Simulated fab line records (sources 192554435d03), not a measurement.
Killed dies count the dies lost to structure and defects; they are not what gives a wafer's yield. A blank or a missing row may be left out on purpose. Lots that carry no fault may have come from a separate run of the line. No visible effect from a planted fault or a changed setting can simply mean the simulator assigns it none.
The tool behind it: which one? :: flow n5-finfet :: 24 lots, 72 wafers sampled, at 6 steps of a route of 1938

WHAT THE GAUGES SHOWED, per wafer
N5_PMOS_HMC_CHANNEL_EPI_CD_MEAS_09 targets a cd of 237.4 nm.
lot: L074
measured: day 1 17:26
on: cd-sem-03
cd-nm (nm): 238.0 237.9 237.2

lot: L075
measured: day 1 23:02
on: cd-sem-01
cd-nm (nm): 235.7 235.0 236.7

lot: L076
measured: day 2 05:26
on: cd-sem-01
cd-nm (nm): 237.5 238.1 238.3

lot: L077
measured: day 2 11:16
on: cd-sem-03
cd-nm (nm): 237.4 237.7 238.0

lot: L078
measured: day 2 19:31
on: cd-sem-03
cd-nm (nm): 237.9 237.8 238.3

lot: L079
measured: day 3 00:45
on: cd-sem-02
cd-nm (nm): 236.4 236.3 237.3

lot: L080
measured: day 3 06:34
on: cd-sem-02
cd-nm (nm): 237.2 236.9 237.0

lot: L081
measured: day 3 13:43
on: cd-sem-03
cd-nm (nm): 238.1 237.1 236.8

lot: L082
measured: day 3 19:01
on: cd-sem-03
cd-nm (nm): 235.2 236.7 236.1

lot: L083
measured: day 3 23:11
on: cd-sem-03
cd-nm (nm): 237.3 237.1 236.6

lot: L084
measured: day 4 05:06
on: cd-sem-02
cd-nm (nm): 236.8 237.0 237.2

lot: L085
measured: day 4 11:22
on: cd-sem-02
cd-nm (nm): 237.1 237.3 237.3

lot: L086
measured: day 4 17:11
on: cd-sem-03
cd-nm (nm): 238.1 238.8 238.6

lot: L087
measured: day 4 23:14
on: cd-sem-01
cd-nm (nm): 237.6 237.6 237.0

lot: L088
measured: day 5 05:02
on: cd-sem-01
cd-nm (nm): 238.5 237.7 237.2

lot: L089
measured: day 5 14:10
on: cd-sem-01
cd-nm (nm): 236.9 236.9 236.4

lot: L090
measured: day 5 18:32
on: cd-sem-02
cd-nm (nm): 238.5 237.6 236.1

lot: L091
measured: day 5 23:52
on: cd-sem-03
cd-nm (nm): 238.1 236.6 237.5

lot: L092
measured: day 6 05:58
on: cd-sem-01
cd-nm (nm): 236.9 238.3 238.5

lot: L093
measured: day 6 11:25
on: cd-sem-02
cd-nm (nm): 237.1 237.5 237.7

lot: L094
measured: day 6 17:37
on: cd-sem-03
cd-nm (nm): 236.2 237.9 237.2

lot: L095
measured: day 6 23:20
on: cd-sem-02
cd-nm (nm): 237.2 238.2 238.6

lot: L096
measured: day 7 06:04
on: cd-sem-01
cd-nm (nm): 237.8 237.4 238.0

lot: L097
measured: day 7 11:39
on: cd-sem-02
cd-nm (nm): 238.2 237.3 239.2

N5_FIN_SAQP_INSPECT_18: inspects for defects (brightfield).
lot: L074
measured: day 1 21:32
on: defect-inspect-01
raw-defect-count: 258 336 291

lot: L075
measured: day 2 03:19
on: defect-inspect-02
raw-defect-count: 477 348 296

lot: L076
measured: day 2 10:09
on: defect-inspect-02
raw-defect-count: 351 383 286

lot: L077
measured: day 2 16:52
on: defect-inspect-02
raw-defect-count: 355 267 201

lot: L078
measured: day 3 00:10
on: defect-inspect-01
raw-defect-count: 502 394 443

lot: L079
measured: day 3 05:53
on: defect-inspect-02
raw-defect-count: 244 437 301

lot: L080
measured: day 3 12:10
on: defect-inspect-01
raw-defect-count: 370 311 344

lot: L081
measured: day 3 19:24
on: defect-inspect-01
raw-defect-count: 507 566 602

lot: L082
measured: day 3 23:26
on: defect-inspect-01
raw-defect-count: 286 397 283

lot: L083
measured: day 4 03:55
on: defect-inspect-02
raw-defect-count: 436 403 418

lot: L084
measured: day 4 09:22
on: defect-inspect-01
raw-defect-count: 438 405 314

lot: L085
measured: day 4 15:31
on: defect-inspect-01
raw-defect-count: 442 403 544

lot: L086
measured: day 4 21:25
on: defect-inspect-02
raw-defect-count: 286 301 262

lot: L087
measured: day 5 03:56
on: defect-inspect-01
raw-defect-count: 424 313 425

lot: L088
measured: day 5 09:27
on: defect-inspect-01
raw-defect-count: 473 415 513

lot: L089
measured: day 5 18:49
on: defect-inspect-02
raw-defect-count: 446 447 296

lot: L090
measured: day 5 23:10
on: defect-inspect-01
raw-defect-count: 604 589 335

lot: L091
measured: day 6 04:05
on: defect-inspect-02
raw-defect-count: 574 511 387

lot: L092
measured: day 6 10:24
on: defect-inspect-02
raw-defect-count: 432 394 421

lot: L093
measured: day 6 17:08
on: defect-inspect-02
raw-defect-count: 441 336 402

lot: L094
measured: day 6 23:25
on: defect-inspect-01
raw-defect-count: 336 320 250

lot: L095
measured: day 7 03:40
on: defect-inspect-01
raw-defect-count: 812 207 417

lot: L096
measured: day 7 10:47
on: defect-inspect-02
raw-defect-count: 360 396 273

lot: L097
measured: day 7 16:45
on: defect-inspect-02
raw-defect-count: 448 773 330

N5_FIN_CUT_INSPECT_10: inspects for defects (brightfield).
lot: L074
measured: day 2 02:49
on: defect-inspect-01
raw-defect-count: 44 33 35

lot: L075
measured: day 2 09:21
on: defect-inspect-02
raw-defect-count: 51 52 47

lot: L076
measured: day 2 16:14
on: defect-inspect-01
raw-defect-count: 45 31 31

lot: L077
measured: day 2 23:28
on: defect-inspect-02
raw-defect-count: 41 35 31

lot: L078
measured: day 3 06:04
on: defect-inspect-02
raw-defect-count: 62 36 74

lot: L079
measured: day 3 15:28
on: defect-inspect-01
raw-defect-count: 33 44 28

lot: L080
measured: day 3 19:55
on: defect-inspect-02
raw-defect-count: 24 38 37

lot: L081
measured: day 4 02:24
on: defect-inspect-02
raw-defect-count: 43 51 43

lot: L082
measured: day 4 04:52
on: defect-inspect-02
raw-defect-count: 33 41 51

lot: L083
measured: day 4 08:46
on: defect-inspect-01
raw-defect-count: 55 46 53

lot: L084
measured: day 4 14:36
on: defect-inspect-01
raw-defect-count: 46 27 47

lot: L085
measured: day 4 20:47
on: defect-inspect-01
raw-defect-count: 49 38 44

lot: L086
measured: day 5 02:10
on: defect-inspect-01
raw-defect-count: 34 27 44

lot: L087
measured: day 5 10:11
on: defect-inspect-01
raw-defect-count: 71 38 36

lot: L088
measured: day 5 16:52
on: defect-inspect-01
raw-defect-count: 50 41 45

lot: L089
measured: day 6 00:36
on: defect-inspect-02
raw-defect-count: 47 34 57

lot: L090
measured: day 6 04:37
on: defect-inspect-01
raw-defect-count: 52 47 40

lot: L091
measured: day 6 08:52
on: defect-inspect-02
raw-defect-count: 36 41 39

lot: L092
measured: day 6 15:13
on: defect-inspect-01
raw-defect-count: 54 30 28

lot: L093
measured: day 7 00:02
on: defect-inspect-02
raw-defect-count: 42 25 40

lot: L094
measured: day 7 04:59
on: defect-inspect-01
raw-defect-count: 53 39 39

lot: L095
measured: day 7 08:15
on: defect-inspect-01
raw-defect-count: 19 22 24

lot: L096
measured: day 8 05:28
on: defect-inspect-02
raw-defect-count: 32 31 23

lot: L097
measured: day 8 05:31
on: defect-inspect-02
raw-defect-count: 28 26 31

TOOL THAT RAN EACH LOT (tool first, then ch and the chambers of the sampled wafers, then the start)
lot: L074
N5_WELL_APT_RTA_34: rtp-anneal-02 ch 0, day 1 16:18
N5_FIN_SAQP_HM_OPEN_73: rie-diel-03 ch 2,3, day 1 21:51
N5_FIN_SAQP_SPACER2_ALD_28: ald-sin-01 ch 1,2,3, day 2 01:13

lot: L075
N5_WELL_APT_RTA_34: rtp-anneal-02 ch 0, day 1 21:44
N5_FIN_SAQP_HM_OPEN_73: rie-diel-06 ch 1,2,3, day 2 03:34
N5_FIN_SAQP_SPACER2_ALD_28: ald-sin-02 ch 0,2, day 2 07:51

lot: L076
N5_WELL_APT_RTA_34: rtp-anneal-01 ch 0, day 2 04:07
N5_FIN_SAQP_HM_OPEN_73: rie-diel-03 ch 0,1,2, day 2 10:56
N5_FIN_SAQP_SPACER2_ALD_28: ald-sin-02 ch 0,3, day 2 14:22

lot: L077
N5_WELL_APT_RTA_34: rtp-anneal-02 ch 0, day 2 09:58
N5_FIN_SAQP_HM_OPEN_73: rie-diel-02 ch 2,3, day 2 18:36
N5_FIN_SAQP_SPACER2_ALD_28: ald-sin-02 ch 1,2, day 2 21:46

lot: L078
N5_WELL_APT_RTA_34: rtp-anneal-02 ch 0, day 2 18:09
N5_FIN_SAQP_HM_OPEN_73: rie-diel-02 ch 2,3, day 3 00:24
N5_FIN_SAQP_SPACER2_ALD_28: ald-sin-03 ch 2,3, day 3 03:42

lot: L079
N5_WELL_APT_RTA_34: rtp-anneal-02 ch 0, day 2 23:27
N5_FIN_SAQP_HM_OPEN_73: rie-diel-02 ch 2, day 3 09:13
N5_FIN_SAQP_SPACER2_ALD_28: ald-sin-03 ch 1,2, day 3 13:46

lot: L080
N5_WELL_APT_RTA_34: rtp-anneal-02 ch 0, day 3 05:23
N5_FIN_SAQP_HM_OPEN_73: rie-diel-02 ch 2,3, day 3 13:58
N5_FIN_SAQP_SPACER2_ALD_28: ald-sin-03 ch 0,3, day 3 18:25

lot: L081
N5_WELL_APT_RTA_34: rtp-anneal-01 ch 0, day 3 12:25
N5_FIN_SAQP_HM_OPEN_73: rie-diel-03 ch 2,3, day 3 19:48
N5_FIN_SAQP_SPACER2_ALD_28: ald-sin-02 ch 0,2, day 4 00:53

lot: L082
N5_WELL_APT_RTA_34: rtp-anneal-01 ch 0, day 3 17:50
N5_FIN_SAQP_HM_OPEN_73: rie-diel-02 ch 0,3, day 3 23:41
N5_FIN_SAQP_SPACER2_ALD_28: ald-sin-01 ch 1,2,3, day 4 03:14

lot: L083
N5_WELL_APT_RTA_34: rtp-anneal-01 ch 0, day 3 21:52
N5_FIN_SAQP_HM_OPEN_73: rie-diel-03 ch 0,1,3, day 4 04:08
N5_FIN_SAQP_SPACER2_ALD_28: ald-sin-03 ch 0,1,3, day 4 07:16

lot: L084
N5_WELL_APT_RTA_34: rtp-anneal-01 ch 0, day 4 03:55
N5_FIN_SAQP_HM_OPEN_73: rie-diel-06 ch 1,2,3, day 4 09:53
N5_FIN_SAQP_SPACER2_ALD_28: ald-sin-02 ch 1,2, day 4 12:53

lot: L085
N5_WELL_APT_RTA_34: rtp-anneal-01 ch 0, day 4 09:57
N5_FIN_SAQP_HM_OPEN_73: rie-diel-03 ch 1,3, day 4 15:53
N5_FIN_SAQP_SPACER2_ALD_28: ald-sin-03 ch 0,2,3, day 4 19:10

lot: L086
N5_WELL_APT_RTA_34: rtp-anneal-02 ch 0, day 4 16:02
N5_FIN_SAQP_HM_OPEN_73: rie-diel-02 ch 1,3, day 4 21:39
N5_FIN_SAQP_SPACER2_ALD_28: ald-sin-02 ch 1,2, day 5 00:32

lot: L087
N5_WELL_APT_RTA_34: rtp-anneal-01 ch 0, day 4 22:04
N5_FIN_SAQP_HM_OPEN_73: rie-diel-03 ch 0,1,2, day 5 04:10
N5_FIN_SAQP_SPACER2_ALD_28: ald-sin-03 ch 0,3, day 5 07:20

lot: L088
N5_WELL_APT_RTA_34: rtp-anneal-02 ch 0, day 5 03:44
N5_FIN_SAQP_HM_OPEN_73: rie-diel-03 ch 0,2,3, day 5 11:23
N5_FIN_SAQP_SPACER2_ALD_28: ald-sin-03 ch 0,1, day 5 15:13

lot: L089
N5_WELL_APT_RTA_34: rtp-anneal-01 ch 0, day 5 12:50
N5_FIN_SAQP_HM_OPEN_73: rie-diel-03 ch 1,3, day 5 19:25
N5_FIN_SAQP_SPACER2_ALD_28: ald-sin-03 ch 0,2, day 5 22:58

lot: L090
N5_WELL_APT_RTA_34: rtp-anneal-01 ch 0, day 5 17:04
N5_FIN_SAQP_HM_OPEN_73: rie-diel-02 ch 0,2, day 5 23:39
N5_FIN_SAQP_SPACER2_ALD_28: ald-sin-02 ch 0,1, day 6 03:00

lot: L091
N5_WELL_APT_RTA_34: rtp-anneal-02 ch 0, day 5 22:33
N5_FIN_SAQP_HM_OPEN_73: rie-diel-02 ch 1,2,3, day 6 04:19
N5_FIN_SAQP_SPACER2_ALD_28: ald-sin-03 ch 0,1,3, day 6 07:10

lot: L092
N5_WELL_APT_RTA_34: rtp-anneal-02 ch 0, day 6 04:47
N5_FIN_SAQP_HM_OPEN_73: rie-diel-02 ch 0,2,3, day 6 10:38
N5_FIN_SAQP_SPACER2_ALD_28: ald-sin-02 ch 0,1,2, day 6 13:35

lot: L093
N5_WELL_APT_RTA_34: rtp-anneal-01 ch 0, day 6 10:15
N5_FIN_SAQP_HM_OPEN_73: rie-diel-03 ch 0,2,3, day 6 17:22
N5_FIN_SAQP_SPACER2_ALD_28: ald-sin-02 ch 0,1,3, day 6 22:23

lot: L094
N5_WELL_APT_RTA_34: rtp-anneal-02 ch 0, day 6 15:49
N5_FIN_SAQP_HM_OPEN_73: rie-diel-06 ch 0,1, day 6 23:38
N5_FIN_SAQP_SPACER2_ALD_28: ald-sin-03 ch 0,1,2, day 7 03:19

lot: L095
N5_WELL_APT_RTA_34: rtp-anneal-01 ch 0, day 6 22:02
N5_FIN_SAQP_HM_OPEN_73: rie-diel-03 ch 1,2,3, day 7 03:54
N5_FIN_SAQP_SPACER2_ALD_28: ald-sin-03 ch 0,2,3, day 7 06:45

lot: L096
N5_WELL_APT_RTA_34: rtp-anneal-01 ch 0, day 7 04:21
N5_FIN_SAQP_HM_OPEN_73: rie-diel-06 ch 0,1,2, day 7 11:01
N5_FIN_SAQP_SPACER2_ALD_28: ald-sin-01 ch 0,1,3, day 7 15:11

lot: L097
N5_WELL_APT_RTA_34: rtp-anneal-02 ch 0, day 7 10:21
N5_FIN_SAQP_HM_OPEN_73: rie-diel-03 ch 1,3, day 7 16:59
N5_FIN_SAQP_SPACER2_ALD_28: ald-sin-02 ch 1,2,3, day 7 19:48
- N5_WELL_APT_RTA_34: time 10 s.
- N5_FIN_SAQP_HM_OPEN_73: chemistry CHF3/O2, target SiO2, stops on a-Si, target depth 12 nm, time 16.8 s.
- N5_FIN_SAQP_SPACER2_ALD_28: deposits SiO2, target thk 8.1 nm, pulse time 1 s, purge time 2 s.

AS READ BY THE TOOLS THEMSELVES (means over the sampled wafers that have a number; for cases with no such wafer, the mark the record gives instead)
N5_WELL_APT_RTA_34.
lot: L074
tool: rtp-anneal-02
lamp-power-pct (%): 13.01
wafer_temp_C_max: 1003.7

lot: L075
tool: rtp-anneal-02
lamp-power-pct (%): 13.04
wafer_temp_C_max: 1003.6

lot: L076
tool: rtp-anneal-01
lamp-power-pct (%): 13.04
wafer_temp_C_max: 1003.6

lot: L077
tool: rtp-anneal-02
lamp-power-pct (%): 12.99
wafer_temp_C_max: 1003.4

lot: L078
tool: rtp-anneal-02
lamp-power-pct (%): 12.94
wafer_temp_C_max: 1003.8

lot: L079
tool: rtp-anneal-02
lamp-power-pct (%): 13.03
wafer_temp_C_max: 1003.3

lot: L080
tool: rtp-anneal-02
lamp-power-pct (%): 12.98
wafer_temp_C_max: 1004.4

lot: L081
tool: rtp-anneal-01
lamp-power-pct (%): 13.02
wafer_temp_C_max: 1003.4

lot: L082
tool: rtp-anneal-01
lamp-power-pct (%): 13.05
wafer_temp_C_max: 1003.2

lot: L083
tool: rtp-anneal-01
lamp-power-pct (%): 12.97
wafer_temp_C_max: 1002.8

lot: L084
tool: rtp-anneal-01
lamp-power-pct (%): 13.02
wafer_temp_C_max: 1003.9

lot: L085
tool: rtp-anneal-01
lamp-power-pct (%): 13.01
wafer_temp_C_max: 1003.8

lot: L086
tool: rtp-anneal-02
lamp-power-pct (%): 13.06
wafer_temp_C_max: 1003.4

lot: L087
tool: rtp-anneal-01
lamp-power-pct (%): 13.00
wafer_temp_C_max: 1004.7

lot: L088
tool: rtp-anneal-02
lamp-power-pct (%): 13.01
wafer_temp_C_max: 1003.4

lot: L089
tool: rtp-anneal-01
lamp-power-pct (%): 12.93
wafer_temp_C_max: 1003.0

lot: L090
tool: rtp-anneal-01
lamp-power-pct (%): 13.04
wafer_temp_C_max: 1003.8

lot: L091
tool: rtp-anneal-02
lamp-power-pct (%): 12.95
wafer_temp_C_max: 1003.6

lot: L092
tool: rtp-anneal-02
lamp-power-pct (%): 12.98
wafer_temp_C_max: 1003.5

lot: L093
tool: rtp-anneal-01
lamp-power-pct (%): 12.97
wafer_temp_C_max: 1002.9

lot: L094
tool: rtp-anneal-02
lamp-power-pct (%): 13.01
wafer_temp_C_max: 1003.0

lot: L095
tool: rtp-anneal-01
lamp-power-pct (%): 13.00
wafer_temp_C_max: 1003.2

lot: L096
tool: rtp-anneal-01
lamp-power-pct (%): 13.03
wafer_temp_C_max: 1003.1

lot: L097
tool: rtp-anneal-02
lamp-power-pct (%): 13.01
wafer_temp_C_max: 1003.4

N5_FIN_SAQP_HM_OPEN_73.
lot: L074
tool: rie-diel-03
drypump-motor-current-A (A): 5.7
oes_f_703_au (a.u.): 0.73
oes-product-au (a.u.): 0.44
rf-vpp-V (V): 521
showerhead-plenum-p-Torr (Torr): 2.46
throttle-valve-pct (%): 18.7

lot: L075
tool: rie-diel-06
drypump-motor-current-A (A): 5.6
oes_f_703_au (a.u.): 0.82
oes-product-au (a.u.): 0.50
rf-vpp-V (V): 531
showerhead-plenum-p-Torr (Torr): 2.38
throttle-valve-pct (%): 18.9

lot: L076
tool: rie-diel-03
drypump-motor-current-A (A): 5.7
oes_f_703_au (a.u.): 0.77
oes-product-au (a.u.): 0.46
rf-vpp-V (V): 533
showerhead-plenum-p-Torr (Torr): 2.50
throttle-valve-pct (%): 18.6

lot: L077
tool: rie-diel-02
drypump-motor-current-A (A): 5.3
oes_f_703_au (a.u.): 0.75
oes-product-au (a.u.): 0.44
rf-vpp-V (V): 508
showerhead-plenum-p-Torr (Torr): 2.43
throttle-valve-pct (%): 19.2

lot: L078
tool: rie-diel-02
drypump-motor-current-A (A): 5.3
oes_f_703_au (a.u.): 0.77
oes-product-au (a.u.): 0.46
rf-vpp-V (V): 514
showerhead-plenum-p-Torr (Torr): 2.47
throttle-valve-pct (%): 19.0

lot: L079
tool: rie-diel-02
drypump-motor-current-A (A): 5.1
oes_f_703_au (a.u.): 0.71
oes-product-au (a.u.): 0.43
rf-vpp-V (V): 504
showerhead-plenum-p-Torr (Torr): 2.38
throttle-valve-pct (%): 19.4

lot: L080
tool: rie-diel-02
drypump-motor-current-A (A): 5.3
oes_f_703_au (a.u.): 0.77
oes-product-au (a.u.): 0.46
rf-vpp-V (V): 514
showerhead-plenum-p-Torr (Torr): 2.47
throttle-valve-pct (%): 19.0

lot: L081
tool: rie-diel-03
drypump-motor-current-A (A): 5.9
oes_f_703_au (a.u.): 0.75
oes-product-au (a.u.): 0.45
rf-vpp-V (V): 520
showerhead-plenum-p-Torr (Torr): 2.44
throttle-valve-pct (%): 18.6

lot: L082
tool: rie-diel-02
drypump-motor-current-A (A): 5.4
oes_f_703_au (a.u.): 0.77
oes-product-au (a.u.): 0.46
rf-vpp-V (V): 521
showerhead-plenum-p-Torr (Torr): 2.46
throttle-valve-pct (%): 18.9

lot: L083
tool: rie-diel-03
drypump-motor-current-A (A): 5.9
oes_f_703_au (a.u.): 0.87
oes-product-au (a.u.): 0.53
rf-vpp-V (V): 533
showerhead-plenum-p-Torr (Torr): 2.48
throttle-valve-pct (%): 18.4

lot: L084
tool: rie-diel-06
drypump-motor-current-A (A): 5.6
oes_f_703_au (a.u.): 0.81
oes-product-au (a.u.): 0.49
rf-vpp-V (V): 529
showerhead-plenum-p-Torr (Torr): 2.38
throttle-valve-pct (%): 18.9

lot: L085
tool: rie-diel-03
drypump-motor-current-A (A): 6.0
oes_f_703_au (a.u.): 0.82
oes-product-au (a.u.): 0.50
rf-vpp-V (V): 526
showerhead-plenum-p-Torr (Torr): 2.44
throttle-valve-pct (%): 18.5

lot: L086
tool: rie-diel-02
drypump-motor-current-A (A): 5.3
oes_f_703_au (a.u.): 0.81
oes-product-au (a.u.): 0.51
rf-vpp-V (V): 521
showerhead-plenum-p-Torr (Torr): 2.48
throttle-valve-pct (%): 18.8

lot: L087
tool: rie-diel-03
drypump-motor-current-A (A): 5.7
oes_f_703_au (a.u.): 0.90
oes-product-au (a.u.): 0.55
rf-vpp-V (V): 532
showerhead-plenum-p-Torr (Torr): 2.49
throttle-valve-pct (%): 18.4

lot: L088
tool: rie-diel-03
drypump-motor-current-A (A): 5.7
oes_f_703_au (a.u.): 0.85
oes-product-au (a.u.): 0.51
rf-vpp-V (V): 524
showerhead-plenum-p-Torr (Torr): 2.47
throttle-valve-pct (%): 18.4

lot: L089
tool: rie-diel-03
drypump-motor-current-A (A): 6.1
oes_f_703_au (a.u.): 0.85
oes-product-au (a.u.): 0.53
rf-vpp-V (V): 534
showerhead-plenum-p-Torr (Torr): 2.45
throttle-valve-pct (%): 18.6

lot: L090
tool: rie-diel-02
drypump-motor-current-A (A): 5.2
oes_f_703_au (a.u.): 0.89
oes-product-au (a.u.): 0.53
rf-vpp-V (V): 509
showerhead-plenum-p-Torr (Torr): 2.39
throttle-valve-pct (%): 19.0

lot: L091
tool: rie-diel-02
drypump-motor-current-A (A): 5.2
oes_f_703_au (a.u.): 0.86
oes-product-au (a.u.): 0.52
rf-vpp-V (V): 515
showerhead-plenum-p-Torr (Torr): 2.42
throttle-valve-pct (%): 18.9

lot: L092
tool: rie-diel-02
drypump-motor-current-A (A): 5.3
oes_f_703_au (a.u.): 0.82
oes-product-au (a.u.): 0.49
rf-vpp-V (V): 515
showerhead-plenum-p-Torr (Torr): 2.43
throttle-valve-pct (%): 19.0

lot: L093
tool: rie-diel-03
drypump-motor-current-A (A): 5.7
oes_f_703_au (a.u.): 0.83
oes-product-au (a.u.): 0.49
rf-vpp-V (V): 523
showerhead-plenum-p-Torr (Torr): 2.47
throttle-valve-pct (%): 18.5

lot: L094
tool: rie-diel-06
drypump-motor-current-A (A): 5.3
oes_f_703_au (a.u.): 0.79
oes-product-au (a.u.): 0.47
rf-vpp-V (V): 533
showerhead-plenum-p-Torr (Torr): 2.33
throttle-valve-pct (%): 18.9

lot: L095
tool: rie-diel-03
drypump-motor-current-A (A): 5.9
oes_f_703_au (a.u.): 0.83
oes-product-au (a.u.): 0.51
rf-vpp-V (V): 527
showerhead-plenum-p-Torr (Torr): 2.45
throttle-valve-pct (%): 18.5

lot: L096
tool: rie-diel-06
drypump-motor-current-A (A): 5.5
oes_f_703_au (a.u.): 0.81
oes-product-au (a.u.): 0.50
rf-vpp-V (V): 526
showerhead-plenum-p-Torr (Torr): 2.34
throttle-valve-pct (%): 18.9

lot: L097
tool: rie-diel-03
drypump-motor-current-A (A): 6.0
oes_f_703_au (a.u.): 0.79
oes-product-au (a.u.): 0.48
rf-vpp-V (V): 528
showerhead-plenum-p-Torr (Torr): 2.43
throttle-valve-pct (%): 18.6

N5_FIN_SAQP_SPACER2_ALD_28.
lot: L074
tool: ald-sin-01
heater-power-w (W): 432
precursor-pulse-height-rel: 1.000

lot: L075
tool: ald-sin-02
heater-power-w (W): 519
precursor-pulse-height-rel: 0.999

lot: L076
tool: ald-sin-02
heater-power-w (W): 536
precursor-pulse-height-rel: 1.016

lot: L077
tool: ald-sin-02
heater-power-w (W): 500
precursor-pulse-height-rel: 1.004

lot: L078
tool: ald-sin-03
heater-power-w (W): 448
precursor-pulse-height-rel: 1.002

lot: L079
tool: ald-sin-03
heater-power-w (W): 443
precursor-pulse-height-rel: 0.974

lot: L080
tool: ald-sin-03
heater-power-w (W): 524
precursor-pulse-height-rel: 1.010

lot: L081
tool: ald-sin-02
heater-power-w (W): 540
precursor-pulse-height-rel: 0.987

lot: L082
tool: ald-sin-01
heater-power-w (W): 424
precursor-pulse-height-rel: 0.990

lot: L083
tool: ald-sin-03
heater-power-w (W): 471
precursor-pulse-height-rel: 0.998

lot: L084
tool: ald-sin-02
heater-power-w (W): 499
precursor-pulse-height-rel: 1.008

lot: L085
tool: ald-sin-03
heater-power-w (W): 481
precursor-pulse-height-rel: 0.996

lot: L086
tool: ald-sin-02
heater-power-w (W): 483
precursor-pulse-height-rel: 1.001

lot: L087
tool: ald-sin-03
heater-power-w (W): 520
precursor-pulse-height-rel: 1.019

lot: L088
tool: ald-sin-03
heater-power-w (W): 525
precursor-pulse-height-rel: 1.005

lot: L089
tool: ald-sin-03
heater-power-w (W): 537
precursor-pulse-height-rel: 1.000

lot: L090
tool: ald-sin-02
heater-power-w (W): 537
precursor-pulse-height-rel: 0.977

lot: L091
tool: ald-sin-03
heater-power-w (W): 476
precursor-pulse-height-rel: 0.993

lot: L092
tool: ald-sin-02
heater-power-w (W): 507
precursor-pulse-height-rel: 1.003

lot: L093
tool: ald-sin-02
heater-power-w (W): 530
precursor-pulse-height-rel: 1.009

lot: L094
tool: ald-sin-03
heater-power-w (W): 481
precursor-pulse-height-rel: 0.996

lot: L095
tool: ald-sin-03
heater-power-w (W): 484
precursor-pulse-height-rel: 1.009

lot: L096
tool: ald-sin-01
heater-power-w (W): 458
precursor-pulse-height-rel: 1.013

lot: L097
tool: ald-sin-02
heater-power-w (W): 504
precursor-pulse-height-rel: 0.996

THE ANSWER, worked out from the rows above alone
Rule: usual is defined by the lots themselves. The widest of any qualifying gaps counts: lots, ordered by their means at a reading, are off when they make up no more than a third of the lots, leave a main group of 4 or more, and stand apart from it by 3 or more times the standard deviation of that group's means. A main group is skipped when, at the precision printed for the reading in the tables above, its means are all equal. A lot without any number at a reading at which 4 lots or more have one is off too. Where the step has rows for the other lots, those lots are counted as sound. First the gauges in route order, then the tools' own readings, where a lot's mean is used as printed above. At the first step where some lot is off, the reading lying furthest off is the one used; lots without a number count as furthest.
No lot is off at any reading shown: from this, nothing can be told.

WHAT THE SIMULATOR HAD INSERTED
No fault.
